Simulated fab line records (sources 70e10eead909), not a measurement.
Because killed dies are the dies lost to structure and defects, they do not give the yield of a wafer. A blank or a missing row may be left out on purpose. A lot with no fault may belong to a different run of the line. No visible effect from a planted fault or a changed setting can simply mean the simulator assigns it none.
fab line records / flow nandHarc / part 2 of 2: steps 25 to 33 of 33
[record] lots = 5 wafers = 15 lastDay = 31
route steps=1302 shown A_CONTACT@1064
lots that met no fault: from a run of the same line without faults
startH: hours from the record's opening day to when the first of the lot's shown wafers began / waitH: hours elapsed since this lot's preceding step / " unchanged from the row above / L1.1+2: several wafers, shown together as one row / - value missing, or start not given / * or withheld: withheld / < > ~ a bound
route shown NAME@n: a module of which the file shows steps, and the number in the route of the first / usual: average and standard deviation across the fault-free wafers / same: alike in all rows / chamber/n: place in a boat / sites: the reading at each site / _std_site: standard deviation of those values / _edge_site: inner sites' mean taken away from outer sites' mean / radiusMm: how far each site lies from the wafer's centre / mask NAME#n: copy n / behind: tool/chamber where the wafer was last shaped / hold: why the lot was held/for how many hours/how that ended / device: the n, p or np transistor that did not switch / end of line: tests run on the same wafers once the route is complete / step lacking rows: just its recipe / killed: the dies lost at the first sort to structure and to defects; this is not the yield of the wafer / map: shows each die of a wafer: x if killed, . if not, _ if none is there
set.NAME: the run value of the setting; set.NAME@STEP: its run value at that earlier step / model.NAME: the simulator's own value behind a step, which no gauge read
lots at selected steps of the route; one table per step, one row per wafer
services: from which hour (startH, from the record's first day; less than 0 if before it) a tool's chamber was out of use, for how many hours, and why
[[steps]]
[step NHARC_A_CONTACT_ETCH_136]
[recipe] sourceW = withheld pressureMtorr = 20 biasV = 1200 timeS = 311 targetDepthA = 19120 arFlowSccm = withheld c4f8FlowSccm = withheld o2FlowSccm = withheld chemistry = C4F8/O2/Ar
lot.wafer=L079.4 tool=harCapEtch-01 chamber=1 startH=568.33 waitH=0.4 rfHoursCounterH=-
lot.wafer=L079.6 tool=harCapEtch-01 chamber=0 startH=568.33 waitH=0.4 rfHoursCounterH=-
lot.wafer=L079.5 tool=harCapEtch-01 chamber=1 startH=568.33 waitH=0.4 rfHoursCounterH=-
lot.wafer=L082.1 tool=harCapEtch-02 chamber=0 startH=605.27 waitH=0.3 rfHoursCounterH=106
lot.wafer=L082.3 tool=harCapEtch-02 chamber=0 startH=605.27 waitH=0.3 rfHoursCounterH=-
lot.wafer=L082.6 tool=harCapEtch-02 chamber=0 startH=605.27 waitH=0.3 rfHoursCounterH=-
lot.wafer=L085.1 tool=harCapEtch-02 chamber=1 startH=632.77 waitH=0.2 rfHoursCounterH=112
lot.wafer=L085.2 tool=harCapEtch-02 chamber=0 startH=632.77 waitH=0.2 rfHoursCounterH=112
lot.wafer=L085.6 tool=harCapEtch-02 chamber=0 startH=632.77 waitH=0.2 rfHoursCounterH=-
lot.wafer=L088.2 tool=harCapEtch-03 chamber=0 startH=654.04 waitH=0.2 rfHoursCounterH=70
lot.wafer=L088.4 tool=harCapEtch-03 chamber=0 startH=654.04 waitH=0.2 rfHoursCounterH=-
lot.wafer=L088.5 tool=harCapEtch-03 chamber=0 startH=654.04 waitH=0.2 rfHoursCounterH=-
lot.wafer=L092.3 tool=harCapEtch-02 chamber=1 startH=693.21 waitH=0.2 rfHoursCounterH=-
lot.wafer=L092.4 tool=harCapEtch-02 chamber=0 startH=693.21 waitH=0.2 rfHoursCounterH=-
lot.wafer=L092.6 tool=harCapEtch-02 chamber=0 startH=693.21 waitH=0.2 rfHoursCounterH=-
[step NHARC_A_CONTACT_ETCH_137]
[recipe] sourceW = withheld pressureMtorr = 20 biasV = 1200 timeS = 311 targetDepthA = 19120 arFlowSccm = withheld c4f8FlowSccm = withheld o2FlowSccm = withheld chemistry = C4F8/O2/Ar
lot.wafer=L079.4 tool=harCapEtch-01 chamber=1 startH=568.82 waitH=0.4 rfHoursCounterH=-
lot.wafer=L079.6 tool=harCapEtch-01 chamber=0 startH=568.82 waitH=0.4 rfHoursCounterH=-
lot.wafer=L079.5 tool=harCapEtch-01 chamber=1 startH=568.82 waitH=0.4 rfHoursCounterH=-
lot.wafer=L082.1 tool=harCapEtch-02 chamber=0 startH=605.63 waitH=0.3 rfHoursCounterH=106
lot.wafer=L082.3 tool=harCapEtch-02 chamber=0 startH=605.63 waitH=0.3 rfHoursCounterH=-
lot.wafer=L082.6 tool=harCapEtch-02 chamber=0 startH=605.63 waitH=0.3 rfHoursCounterH=-
lot.wafer=L085.1 tool=harCapEtch-02 chamber=1 startH=633.04 waitH=0.2 rfHoursCounterH=113
lot.wafer=L085.2 tool=harCapEtch-02 chamber=0 startH=633.04 waitH=0.2 rfHoursCounterH=113
lot.wafer=L085.6 tool=harCapEtch-02 chamber=0 startH=633.04 waitH=0.2 rfHoursCounterH=-
lot.wafer=L088.2 tool=harCapEtch-03 chamber=0 startH=654.30 waitH=0.2 rfHoursCounterH=70
lot.wafer=L088.4 tool=harCapEtch-03 chamber=0 startH=654.30 waitH=0.2 rfHoursCounterH=-
lot.wafer=L088.5 tool=harCapEtch-03 chamber=0 startH=654.30 waitH=0.2 rfHoursCounterH=-
lot.wafer=L092.3 tool=harCapEtch-02 chamber=1 startH=693.48 waitH=0.2 rfHoursCounterH=-
lot.wafer=L092.4 tool=harCapEtch-02 chamber=0 startH=693.48 waitH=0.2 rfHoursCounterH=-
lot.wafer=L092.6 tool=harCapEtch-02 chamber=0 startH=693.48 waitH=0.2 rfHoursCounterH=-
[step NHARC_A_CONTACT_ETCH_138]
[recipe] sourceW = withheld pressureMtorr = 20 biasV = 1200 timeS = 311 targetDepthA = 19140 arFlowSccm = withheld c4f8FlowSccm = withheld o2FlowSccm = withheld chemistry = C4F8/O2/Ar
lot.wafer=L079.4 tool=harCapEtch-01 chamber=1 startH=569.30 waitH=0.4 rfHoursCounterH=-
lot.wafer=L079.6 tool=harCapEtch-01 chamber=0 startH=569.30 waitH=0.4 rfHoursCounterH=-
lot.wafer=L079.5 tool=harCapEtch-01 chamber=1 startH=569.30 waitH=0.4 rfHoursCounterH=-
lot.wafer=L082.1 tool=harCapEtch-02 chamber=0 startH=605.98 waitH=0.3 rfHoursCounterH=106
lot.wafer=L082.3 tool=harCapEtch-02 chamber=0 startH=605.98 waitH=0.3 rfHoursCounterH=-
lot.wafer=L082.6 tool=harCapEtch-02 chamber=0 startH=605.98 waitH=0.3 rfHoursCounterH=-
lot.wafer=L085.1 tool=harCapEtch-02 chamber=1 startH=633.31 waitH=0.2 rfHoursCounterH=113
lot.wafer=L085.2 tool=harCapEtch-02 chamber=0 startH=633.31 waitH=0.2 rfHoursCounterH=113
lot.wafer=L085.6 tool=harCapEtch-02 chamber=0 startH=633.31 waitH=0.2 rfHoursCounterH=-
lot.wafer=L088.2 tool=harCapEtch-03 chamber=0 startH=654.58 waitH=0.2 rfHoursCounterH=71
lot.wafer=L088.4 tool=harCapEtch-03 chamber=0 startH=654.58 waitH=0.2 rfHoursCounterH=-
lot.wafer=L088.5 tool=harCapEtch-03 chamber=0 startH=654.58 waitH=0.2 rfHoursCounterH=-
lot.wafer=L092.3 tool=harCapEtch-02 chamber=1 startH=693.75 waitH=0.2 rfHoursCounterH=-
lot.wafer=L092.4 tool=harCapEtch-02 chamber=0 startH=693.75 waitH=0.2 rfHoursCounterH=-
lot.wafer=L092.6 tool=harCapEtch-02 chamber=0 startH=693.75 waitH=0.2 rfHoursCounterH=-
[step NHARC_A_CONTACT_ETCH_139]
[recipe] sourceW = withheld pressureMtorr = 20 biasV = 400 timeS = 195 targetDepthA = 8400 arFlowSccm = withheld c4f8FlowSccm = 11.5 o2FlowSccm = 7.2 chemistry = C4F8/O2/Ar
lot.wafer=L079.4 tool=harCapEtch-01 chamber=1 startH=569.79 waitH=0.4 rfHoursCounterH=-
lot.wafer=L079.6 tool=harCapEtch-01 chamber=0 startH=569.79 waitH=0.4 rfHoursCounterH=-
lot.wafer=L079.5 tool=harCapEtch-01 chamber=1 startH=569.79 waitH=0.4 rfHoursCounterH=-
lot.wafer=L082.1 tool=harCapEtch-02 chamber=0 startH=606.34 waitH=0.3 rfHoursCounterH=106
lot.wafer=L082.3 tool=harCapEtch-02 chamber=0 startH=606.34 waitH=0.3 rfHoursCounterH=-
lot.wafer=L082.6 tool=harCapEtch-02 chamber=0 startH=606.34 waitH=0.3 rfHoursCounterH=-
lot.wafer=L085.1 tool=harCapEtch-02 chamber=1 startH=633.59 waitH=0.2 rfHoursCounterH=113
lot.wafer=L085.2 tool=harCapEtch-02 chamber=0 startH=633.59 waitH=0.2 rfHoursCounterH=113
lot.wafer=L085.6 tool=harCapEtch-02 chamber=0 startH=633.59 waitH=0.2 rfHoursCounterH=-
lot.wafer=L088.2 tool=harCapEtch-03 chamber=0 startH=654.85 waitH=0.2 rfHoursCounterH=71
lot.wafer=L088.4 tool=harCapEtch-03 chamber=0 startH=654.85 waitH=0.2 rfHoursCounterH=-
lot.wafer=L088.5 tool=harCapEtch-03 chamber=0 startH=654.85 waitH=0.2 rfHoursCounterH=-
lot.wafer=L092.3 tool=harCapEtch-02 chamber=1 startH=694.03 waitH=0.2 rfHoursCounterH=-
lot.wafer=L092.4 tool=harCapEtch-02 chamber=0 startH=694.03 waitH=0.2 rfHoursCounterH=-
lot.wafer=L092.6 tool=harCapEtch-02 chamber=0 startH=694.03 waitH=0.2 rfHoursCounterH=-
[step NHARC_A_CONTACT_ETCH_92]
[recipe] targetDepthA = 400 overEtchFrac = 0.5 timeS = 85.7 ionEnergyEv = 120 ch3fFlowSccm = 50 o2FlowSccm = 30 arFlowSccm = 200 rfW = 500 biasW = 100 chemistry = CH3F/O2
[usual] drypumpMotorCurrentA = 5.6/0.32 oesProductAu = 0.930/0.023 rfVppV = 244.2/1.6 showerheadPlenumPTorr = 2.45/0.096 throttleValvePct = 20.663/0.0098
[same] overEtchFrac = 0.5
lot.wafer=L079.4 tool=rieDiel-04 chamber=1 startH=570.37 waitH=0.5 drypumpMotorCurrentA=5.6 oesProductAu=0.921 rfHoursCounterH=- rfVppV=242.4 showerheadPlenumPTorr=2.36 throttleValvePct=20.663
lot.wafer=L079.5 tool=rieDiel-04 chamber=3 startH=570.37 waitH=0.5 drypumpMotorCurrentA=5.8 oesProductAu=0.930 rfHoursCounterH=- rfVppV=243.9 showerheadPlenumPTorr=2.41 throttleValvePct=20.660
lot.wafer=L079.6 tool=rieDiel-04 chamber=0 startH=570.37 waitH=0.5 drypumpMotorCurrentA=5.1 oesProductAu=0.909 rfHoursCounterH=- rfVppV=242.0 showerheadPlenumPTorr=2.38 throttleValvePct=20.664
lot.wafer=L082.3 tool=rieDiel-04 chamber=1 startH=606.99 waitH=0.5 drypumpMotorCurrentA=5.6 oesProductAu=0.924 rfHoursCounterH=11 rfVppV=244.3 showerheadPlenumPTorr=2.35 throttleValvePct=20.675
lot.wafer=L082.1 tool=rieDiel-04 chamber=3 startH=606.99 waitH=0.5 drypumpMotorCurrentA=5.8 oesProductAu=0.926 rfHoursCounterH=12 rfVppV=243.3 showerheadPlenumPTorr=2.40 throttleValvePct=20.671
lot.wafer=L082.6 tool=rieDiel-04 chamber=1 startH=606.99 waitH=0.5 drypumpMotorCurrentA=5.6 oesProductAu=0.925 rfHoursCounterH=- rfVppV=242.5 showerheadPlenumPTorr=2.35 throttleValvePct=20.682
lot.wafer=L085.2 tool=rieDiel-04 chamber=2 startH=634.15 waitH=0.5 drypumpMotorCurrentA=5.7 oesProductAu=0.914 rfHoursCounterH=13 rfVppV=247.3 showerheadPlenumPTorr=2.57 throttleValvePct=20.681
lot.wafer=L085.1 tool=rieDiel-04 chamber=3 startH=634.15 waitH=0.5 drypumpMotorCurrentA=5.8 oesProductAu=0.925 rfHoursCounterH=18 rfVppV=242.9 showerheadPlenumPTorr=2.40 throttleValvePct=20.664
lot.wafer=L085.6 tool=rieDiel-04 chamber=2 startH=634.15 waitH=0.5 drypumpMotorCurrentA=5.7 oesProductAu=0.919 rfHoursCounterH=- rfVppV=245.4 showerheadPlenumPTorr=2.57 throttleValvePct=20.669
lot.wafer=L088.4 tool=rieDiel-04 chamber=3 startH=655.42 waitH=0.4 drypumpMotorCurrentA=5.8 oesProductAu=0.999 rfHoursCounterH=21 rfVppV=242.9 showerheadPlenumPTorr=2.40 throttleValvePct=20.682
lot.wafer=L088.2 tool=rieDiel-04 chamber=0 startH=655.42 waitH=0.4 drypumpMotorCurrentA=5.1 oesProductAu=1.003 rfHoursCounterH=21 rfVppV=243.3 showerheadPlenumPTorr=2.37 throttleValvePct=20.683
lot.wafer=L088.5 tool=rieDiel-04 chamber=3 startH=655.42 waitH=0.4 drypumpMotorCurrentA=5.8 oesProductAu=0.994 rfHoursCounterH=- rfVppV=243.3 showerheadPlenumPTorr=2.40 throttleValvePct=20.670
lot.wafer=L092.4 tool=rieDiel-01 chamber=0 startH=694.51 waitH=0.4 drypumpMotorCurrentA=5.4 oesProductAu=0.916 rfHoursCounterH=43 rfVppV=245.7 showerheadPlenumPTorr=2.59 throttleValvePct=20.678
lot.wafer=L092.3 tool=rieDiel-01 chamber=1 startH=694.51 waitH=0.4 drypumpMotorCurrentA=6.0 oesProductAu=0.911 rfHoursCounterH=47 rfVppV=246.1 showerheadPlenumPTorr=2.44 throttleValvePct=20.650
lot.wafer=L092.6 tool=rieDiel-01 chamber=0 startH=694.51 waitH=0.4 drypumpMotorCurrentA=5.4 oesProductAu=0.914 rfHoursCounterH=- rfVppV=246.6 showerheadPlenumPTorr=2.59 throttleValvePct=20.665
[step NHARC_A_CONTACT_ETCH_98]
[recipe] targetDepthA = 200 overEtchFrac = 0.5 timeS = 10 ionEnergyEv = 250 c4f6FlowSccm = 25 o2FlowSccm = 20 arFlowSccm = 500 rfW = 600 biasW = 500 chemistry = C4F6/O2
[usual] drypumpMotorCurrentA = 5.6/0.32 oesProductAu = 0.950/0.02 rfVppV = 546.5/2.8 showerheadPlenumPTorr = 3.91/0.14 throttleValvePct = 26.903/0.0087
[same] overEtchFrac = 0.5
lot.wafer=L079.5 tool=rieDiel-04 chamber=0 startH=570.49 waitH=0.1 drypumpMotorCurrentA=5.1 oesProductAu=0.943 rfHoursCounterH=- rfVppV=544.0 showerheadPlenumPTorr=3.80 throttleValvePct=26.901
lot.wafer=L079.4 tool=rieDiel-04 chamber=1 startH=570.49 waitH=0.1 drypumpMotorCurrentA=5.6 oesProductAu=0.945 rfHoursCounterH=- rfVppV=543.3 showerheadPlenumPTorr=3.77 throttleValvePct=26.913
lot.wafer=L079.6 tool=rieDiel-04 chamber=3 startH=570.49 waitH=0.1 drypumpMotorCurrentA=5.8 oesProductAu=0.963 rfHoursCounterH=- rfVppV=546.5 showerheadPlenumPTorr=3.84 throttleValvePct=26.913
lot.wafer=L082.1 tool=rieDiel-04 chamber=3 startH=- waitH=- drypumpMotorCurrentA=5.8 oesProductAu=0.942 rfHoursCounterH=12 rfVppV=545.5 showerheadPlenumPTorr=3.84 throttleValvePct=26.908
lot.wafer=L082.3 tool=rieDiel-04 chamber=1 startH=- waitH=- drypumpMotorCurrentA=5.6 oesProductAu=0.935 rfHoursCounterH=11 rfVppV=544.1 showerheadPlenumPTorr=3.76 throttleValvePct=26.906
lot.wafer=L082.6 tool=rieDiel-04 chamber=2 startH=- waitH=- drypumpMotorCurrentA=5.7 oesProductAu=0.947 rfHoursCounterH=- rfVppV=550.3 showerheadPlenumPTorr=4.10 throttleValvePct=26.891
lot.wafer=L085.2 tool=rieDiel-04 chamber=1 startH=- waitH=- drypumpMotorCurrentA=5.6 oesProductAu=0.934 rfHoursCounterH=17 rfVppV=542.7 showerheadPlenumPTorr=3.76 throttleValvePct=26.882
lot.wafer=L085.1 tool=rieDiel-04 chamber=0 startH=- waitH=- drypumpMotorCurrentA=5.1 oesProductAu=0.943 rfHoursCounterH=19 rfVppV=544.4 showerheadPlenumPTorr=3.79 throttleValvePct=26.908
lot.wafer=L085.6 tool=rieDiel-04 chamber=2 startH=- waitH=- drypumpMotorCurrentA=5.7 oesProductAu=0.931 rfHoursCounterH=- rfVppV=549.6 showerheadPlenumPTorr=4.09 throttleValvePct=26.904
lot.wafer=L088.4 tool=rieDiel-04 chamber=1 startH=- waitH=- drypumpMotorCurrentA=5.6 oesProductAu=1.010 rfHoursCounterH=19 rfVppV=543.8 showerheadPlenumPTorr=3.76 throttleValvePct=26.910
lot.wafer=L088.2 tool=rieDiel-04 chamber=0 startH=- waitH=- drypumpMotorCurrentA=5.1 oesProductAu=1.008 rfHoursCounterH=21 rfVppV=543.4 showerheadPlenumPTorr=3.79 throttleValvePct=26.894
lot.wafer=L088.5 tool=rieDiel-04 chamber=1 startH=- waitH=- drypumpMotorCurrentA=5.6 oesProductAu=1.003 rfHoursCounterH=- rfVppV=544.5 showerheadPlenumPTorr=3.76 throttleValvePct=26.907
lot.wafer=L092.4 tool=rieDiel-01 chamber=2 startH=- waitH=- drypumpMotorCurrentA=5.5 oesProductAu=0.917 rfHoursCounterH=46 rfVppV=544.1 showerheadPlenumPTorr=3.82 throttleValvePct=26.910
lot.wafer=L092.3 tool=rieDiel-01 chamber=3 startH=- waitH=- drypumpMotorCurrentA=6.1 oesProductAu=0.943 rfHoursCounterH=39 rfVppV=550.4 showerheadPlenumPTorr=4.10 throttleValvePct=26.889
lot.wafer=L092.6 tool=rieDiel-01 chamber=2 startH=- waitH=- drypumpMotorCurrentA=5.5 oesProductAu=0.920 rfHoursCounterH=- rfVppV=545.8 showerheadPlenumPTorr=3.82 throttleValvePct=26.916
[step NHARC_A_CONTACT_CD_MEAS_15]
[usual] cdNm = 190.0/0.56
lot.wafer=L079.4 tool=cdSem-03 chamber=- startH=570.57 waitH=- cdNm=190.9
lot.wafer=L079.5 tool=cdSem-03 chamber=- startH=570.57 waitH=- cdNm=191.0
lot.wafer=L079.6 tool=cdSem-03 chamber=- startH=570.57 waitH=- cdNm=190.4
lot.wafer=L082.1 tool=cdSem-02 chamber=- startH=607.21 waitH=- cdNm=190.2
lot.wafer=L082.3 tool=cdSem-02 chamber=- startH=607.21 waitH=- cdNm=190.5
lot.wafer=L082.6 tool=cdSem-02 chamber=- startH=607.21 waitH=- cdNm=190.0
lot.wafer=L085.1 tool=cdSem-02 chamber=- startH=634.37 waitH=- cdNm=190.4
lot.wafer=L085.2 tool=cdSem-02 chamber=- startH=634.37 waitH=- cdNm=189.2
lot.wafer=L085.6 tool=cdSem-02 chamber=- startH=634.37 waitH=- cdNm=189.8
lot.wafer=L088.2 tool=cdSem-01 chamber=- startH=655.63 waitH=- cdNm=190.1
lot.wafer=L088.4 tool=cdSem-01 chamber=- startH=655.63 waitH=- cdNm=190.9
lot.wafer=L088.5 tool=cdSem-01 chamber=- startH=655.63 waitH=- cdNm=190.6
lot.wafer=L092.3 tool=cdSem-02 chamber=- startH=694.72 waitH=- cdNm=189.8
lot.wafer=L092.4 tool=cdSem-02 chamber=- startH=694.72 waitH=- cdNm=189.8
lot.wafer=L092.6 tool=cdSem-02 chamber=- startH=694.72 waitH=- cdNm=189.8
[step NHARC_A_CONTACT_STRIP_107]
[recipe] n2FlowSccm = 150 h2FlowSccm = 150 arFlowSccm = 0 biasW = 0 chemistry = N2/H2
lot.wafer=L079.4+6+5 tool=rieDiel-01 chamber=3,0,1 startH=570.67 waitH=0.1
lot.wafer=L082.3+1+6 tool=rieDiel-04 chamber=3,0,3 startH=607.30 waitH=0.1
lot.wafer=L085.1+2+6 tool=rieDiel-04 chamber=3,2,3 startH=634.44 waitH=0.1
lot.wafer=L088.4+2+5 tool=rieDiel-04 chamber=2,0,1 startH=655.71 waitH=0.1
lot.wafer=L092.3+4+6 tool=rieDiel-04 chamber=2,3,2 startH=694.81 waitH=0.1
[step NHARC_A_CONTACT_STRIP_108]
[recipe] cf4FlowSccm = 100 chf3FlowSccm = 30 arFlowSccm = 0 biasW = 0 chemistry = CF4/CHF3
lot.wafer=L079.4+6+5 tool=rieDiel-01 chamber=0,2,3 startH=570.74 waitH=0.1
lot.wafer=L082.3+1+6 tool=rieDiel-04 chamber=3,2,0 startH=607.38 waitH=0.1
lot.wafer=L085.1+2+6 tool=rieDiel-04 chamber=0,1,0 startH=634.54 waitH=0.1
lot.wafer=L088.2+4+5 tool=rieDiel-04 chamber=0,1,2 startH=655.80 waitH=0.1
lot.wafer=L092.4+3+6 tool=rieDiel-04 chamber=2,3,2 startH=694.90 waitH=0.1
[[services]]
tool=rieDiel-04 chamber=2 startH=539.35 hours=8.6 kind=repair
tool=arfiScanner-03 chamber=- startH=540.00 hours=4.0 kind=pm
tool=lithoTrack-04 chamber=- startH=553.00 hours=7.0 kind=pm
tool=rieDiel-04 chamber=2 startH=553.89 hours=3.6 kind=repair
tool=aclDep-01 chamber=- startH=554.39 hours=13.0 kind=pm
tool=rieDiel-04 chamber=2 startH=557.75 hours=13.7 kind=repair
tool=rieDiel-01 chamber=- startH=557.82 hours=9.0 kind=pm
tool=rieDiel-04 chamber=1 startH=565.42 hours=2.6 kind=repair
tool=arfiScanner-01 chamber=- startH=577.05 hours=0.9 kind=repair
tool=rieDiel-06 chamber=- startH=588.48 hours=2.4 kind=repair
tool=pecvd-02 chamber=- startH=590.62 hours=13.0 kind=pm
tool=rieDiel-04 chamber=1 startH=591.59 hours=3.2 kind=repair
tool=arfiScanner-01 chamber=- startH=596.00 hours=4.0 kind=pm
tool=wetBench-05 chamber=- startH=612.80 hours=8.0 kind=pm
tool=arfiScanner-01 chamber=- startH=635.39 hours=0.2 kind=repair
tool=rieDiel-01 chamber=0 startH=636.26 hours=1.2 kind=repair
tool=arfiScanner-01 chamber=- startH=651.40 hours=0.7 kind=repair
tool=pecvd-01 chamber=2 startH=653.45 hours=14.0 kind=repair
tool=arfiScanner-02 chamber=- startH=657.88 hours=4.0 kind=pm
tool=aclDep-03 chamber=- startH=662.29 hours=13.0 kind=pm
tool=rieDiel-01 chamber=3 startH=664.64 hours=4.5 kind=repair
tool=pecvd-01 chamber=- startH=673.45 hours=13.0 kind=pm
tool=arfiScanner-02 chamber=- startH=677.85 hours=0.8 kind=repair
tool=lithoTrack-01 chamber=- startH=680.00 hours=7.0 kind=pm
